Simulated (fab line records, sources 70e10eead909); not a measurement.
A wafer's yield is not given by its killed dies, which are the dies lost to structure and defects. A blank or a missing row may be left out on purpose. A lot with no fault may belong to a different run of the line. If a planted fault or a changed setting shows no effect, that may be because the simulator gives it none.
Struck lot and sound lot, side by side    flow nand_harc    14 out of 1159 route steps
Sound: the wafers L923.1, L923.3, L923.5. Struck: wafer L931.2. (L931.3, L931.5 of the same lot were not struck and are left out.) The cause comes at the end.
Per side, at each step with rows, come the tool, then ch with its chambers, and then its first start. Under that, the readings that differ: sound wafers    struck wafers    difference of the means    sigmas: that difference in standard deviations of wafers without a fault.
alike: a reading whose means differ by less than 2 such deviations, as well as words and numbers matching on both sides. not compared: withheld readings; readings where some wafer has no value; bounds like >300 that might hide an equal value; numbers whose values overlap and for which the record gives no deviation.
The two part at a step that has a row with sigmas, a row that says differs or no value, or rows on one side only. When numbers do not overlap yet have no deviation, they are printed without sigmas and do not part them. Lack of a reading on every wafer of one side parts them only where that side has two or more wafers.

first, 1 step without rows for these wafers: NHARC_A_CHANNEL_HOLE_D1_STRIP_43 (strips in O2/COS).
NHARC_A_CHANNEL_HOLE_D1_ETCH_44: etches the open film in CF4/O2, target depth 140 nm, overetch 14 nm, time 77 s.
  sound on rie_diel-03 ch 0,1,2, day 10 13:44; struck on rie_diel-01 ch 0, day 12 08:35
reading                          sound              struck  difference  sigmas
rf_vpp_V (V)                     198.0 195.7 196.6  200.5   +3.7        +2
showerhead_plenum_p_Torr (Torr)  1.29 1.26 1.24     1.38    +0.12       +2
  alike: chamber_pressure_mTorr, drypump_motor_current_A, oes_product_au, throttle_valve_pct
  not compared: rf_hours_counter_h
NHARC_A_CHANNEL_HOLE_D1_STRIP_27: strips in O2.
  sound: rie_diel-03 ch 1,3; struck: rie_diel-01 ch 2
reading                          sound           struck  difference  sigmas
rf_vpp_V (V)                     55.7 56.9 57.3  58.7    +2.1        +2
showerhead_plenum_p_Torr (Torr)  3.35 3.45 3.35  3.74    +0.36       +3
  alike: chamber_pressure_mTorr, drypump_motor_current_A, oes_product_au, throttle_valve_pct
  not compared: rf_hours_counter_h
then, 2 steps without rows for these wafers: NHARC_A_CHANNEL_HOLE_D1_PRECLEAN_28 (cleans in SC1); NHARC_A_CHANNEL_HOLE_D1_SRD_29.
NHARC_A_CHANNEL_HOLE_D1_CD_MEAS_30:
  sound on cd_sem-02 at day 10 14:31; struck on cd_sem-03 at day 12 09:23
reading     sound           struck  difference  sigmas
cd_nm (nm)  91.1 91.1 90.9  89.2    -1.8        -2
next, for these wafers, 1 step has no rows: NHARC_A_CHANNEL_HOLE_D1_XSEM_31.
NHARC_A_CHANNEL_HOLE_D1_INSPECT_40:
  sound on defect_inspect-02 at day 10 14:43; struck on defect_inspect-02 at day 12 09:34
  alike: raw_defect_count
then, 2 steps without rows for these wafers: NHARC_A_CHANNEL_FILL_D1_PRECLEAN_00 (cleans in SC1); NHARC_A_CHANNEL_FILL_D1_SRD_01.
NHARC_A_CHANNEL_FILL_D1_ALD_02: deposits SiO2, target thk 6 nm, pulse time 10 s, ald cycles 60.
  sound on ald_hk-03 ch 1,2,3, day 10 15:06; struck on ald_hk-04 ch 2, day 12 09:46
  alike: heater_power_w, precursor_pulse_height_rel, susceptor_temp_C
  not compared: ald_cycles
NHARC_A_CHANNEL_FILL_D1_ALD_03: deposits SiNx, target thk 6 nm, pulse time 60 s, ald cycles 58.
  sound: ald_sin_batch-03 ch 0; struck: ald_sin_batch-02 ch 0
  alike: precursor_pulse_height_rel, susceptor_temp_C
  not compared: ald_cycles
NHARC_A_CHANNEL_FILL_D1_ALD_14: deposits SiO2, target thk 2.5 nm, pulse time 10 s, ald cycles 25.
  sound on ald_hk-01 ch 0,2, day 10 22:13; struck on ald_hk-04 ch 1, day 12 16:49
reading     sound     struck  difference  sigmas
ald_cycles  25 25 25  22      -3          
  alike: heater_power_w, precursor_pulse_height_rel, susceptor_temp_C
NHARC_A_CHANNEL_FILL_D1_ALD_15: deposits SiNx, target thk 2 nm, pulse time 60 s, ald cycles 19.
  sound on ald_sin_batch-01 ch 0, day 11 01:10; struck on ald_sin_batch-01 ch 0
  alike: precursor_pulse_height_rel, susceptor_temp_C
  not compared: ald_cycles

WHERE THEY PART
Earliest at NHARC_A_CHANNEL_HOLE_D1_ETCH_44; latest, in this record, at NHARC_A_CHANNEL_HOLE_D1_CD_MEAS_30. Later steps at which nothing parts them and some readings are alike: NHARC_A_CHANNEL_HOLE_D1_INSPECT_40, NHARC_A_CHANNEL_FILL_D1_ALD_02, NHARC_A_CHANNEL_FILL_D1_ALD_03, NHARC_A_CHANNEL_FILL_D1_ALD_14, NHARC_A_CHANNEL_FILL_D1_ALD_15.

WHY: what had been put in by the simulator
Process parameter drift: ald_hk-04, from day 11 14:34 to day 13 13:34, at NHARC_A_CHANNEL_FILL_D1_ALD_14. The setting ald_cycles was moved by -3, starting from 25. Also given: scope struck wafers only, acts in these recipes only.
